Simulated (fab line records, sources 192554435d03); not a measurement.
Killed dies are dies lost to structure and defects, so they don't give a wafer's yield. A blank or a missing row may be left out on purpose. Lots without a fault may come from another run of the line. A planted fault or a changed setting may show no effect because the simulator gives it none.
Split-lot experiment | flow n5_finfet | 7 lots, 21 wafers read, on a route of 1938 steps

THE SPLIT
At N5_WELL_APT_PEB_23 (peb time 90 s), the setting peb_time_s was moved away from the recipe's 90 s on 9 of the 21 wafers read, by -17.4% to +21.1%. The other wafers ran this setting at the recipe's value.

FROM THE SPLIT TO THE READING: what the file shows between them, 2 steps
- N5_WELL_APT_DEVELOP_24: develop time 45 s (also split here: develop_time_s)
- N5_WELL_APT_HARDBAKE_29: time 120 s

THE READING
cd_nm, in nm, at N5_WELL_APT_CD_MEAS_25 (target cd 200 nm). Fault-free wafers of this fab line usually give 200.6 nm, standard deviation 2.2 nm.

wafer  | tool, chamber at the split | peb_time_s as run, s | against the recipe | cd_nm, nm | against lot-mates on the recipe
L074.1 | litho_track-05, 0          | 90                   | recipe             | 198.3     | -
L074.4 | litho_track-05, 0          | 90                   | recipe             | 196.5     | -
L074.6 | litho_track-05, 0          | 109                  | +21.1%             | 208.3     | +10.9
L077.1 | litho_track-01, 0          | 82.44                | -8.4%              | 197.1     | -6.1
L077.3 | litho_track-01, 0          | 82.44                | -8.4%              | 197.7     | -5.5
L077.5 | litho_track-01, 0          | 90                   | recipe             | 203.2     | -
L079.1 | litho_track-05, 0          | 78.88                | -12.4%             | 190.6     | -9.7
L079.3 | litho_track-05, 0          | 90                   | recipe             | 199.7     | -
L079.4 | litho_track-05, 0          | 90                   | recipe             | 200.8     | -
L081.1 | litho_track-01, 0          | 90                   | recipe             | 196.6     | -
L081.3 | litho_track-01, 0          | 74.38                | -17.4%             | 192.2     | -4.4
L081.6 | litho_track-01, 0          | 74.38                | -17.4%             | 194.0     | -2.6
L087.1 | litho_track-05, 0          | 90                   | recipe             | 198.1     | -
L087.2 | litho_track-05, 0          | 81.29                | -9.7%              | 192.3     | -5.8
L087.3 | litho_track-05, 0          | 81.29                | -9.7%              | 197.0     | -1.1
L088.2 | litho_track-05, 0          | 90                   | recipe             | 202.2     | -
L088.3 | litho_track-05, 0          | 90                   | recipe             | 201.2     | -
L088.6 | litho_track-05, 0          | 90                   | recipe             | 200.6     | -
L092.1 | litho_track-05, 0          | 77.02                | -14.4%             | 194.7     | -4.5
L092.5 | litho_track-05, 0          | 90                   | recipe             | 200.5     | -
L092.6 | litho_track-05, 0          | 90                   | recipe             | 197.9     | -

THE FIT
A straight line over all 21 wafers: cd_nm changes by +0.416 nm for each +1% of peb_time_s; r = +0.86; the points scatter about the line by 2.1 nm.
The same after taking each lot's own level away (the mean of its wafers on the recipe; 21 wafers): +0.408 nm for each +1%; r = +0.86; scatter 2.1 nm.
On that fit, the largest move of peb_time_s shifts the reading by 8.6 nm.
The lots' own levels span 196.60 to 203.20 nm, that is 3.0 times the standard deviation above.
So the lot-to-lot level changes the slope little: the two slopes agree.
Check: with one of the wafers moved furthest among these (+21.1%) left out of the fit, the line predicts +6.83 nm for it against its lot-mates. It came out at +10.9 nm against them.

OTHER SPLITS ON THESE WAFERS
These wafers also went through other splits before the reading. Each is held against what the fit with the lots' levels taken away leaves over:
other split on the same wafers        | wafers away from the commonest value | r with cd_nm (lot level and that fit taken away)
N5_WELL_APT_DEVELOP_24 develop_time_s | 7                                    | +0.16

THE WHOLE CHAIN: every reading that the file lists as answering this split, in the file's order
step                   | what it does             | reading                                                         | change (the file's fit)               | r (the file's)
N5_WELL_APT_CD_MEAS_25 | target cd 200 nm         | cd_nm                                                           | +0.438 nm for each +1% of the setting | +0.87
N5_WELL_APT_DESCUM_30  | chemistry O2, time 7.9 s | WELL_APT.cd_nm (the simulator's own value, which no gauge read) | +0.435 nm for each +1% of the setting | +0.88

THE FILE'S OWN FIT
cd_nm changes by +0.438 nm for each +1% of peb_time_s, r = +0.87.
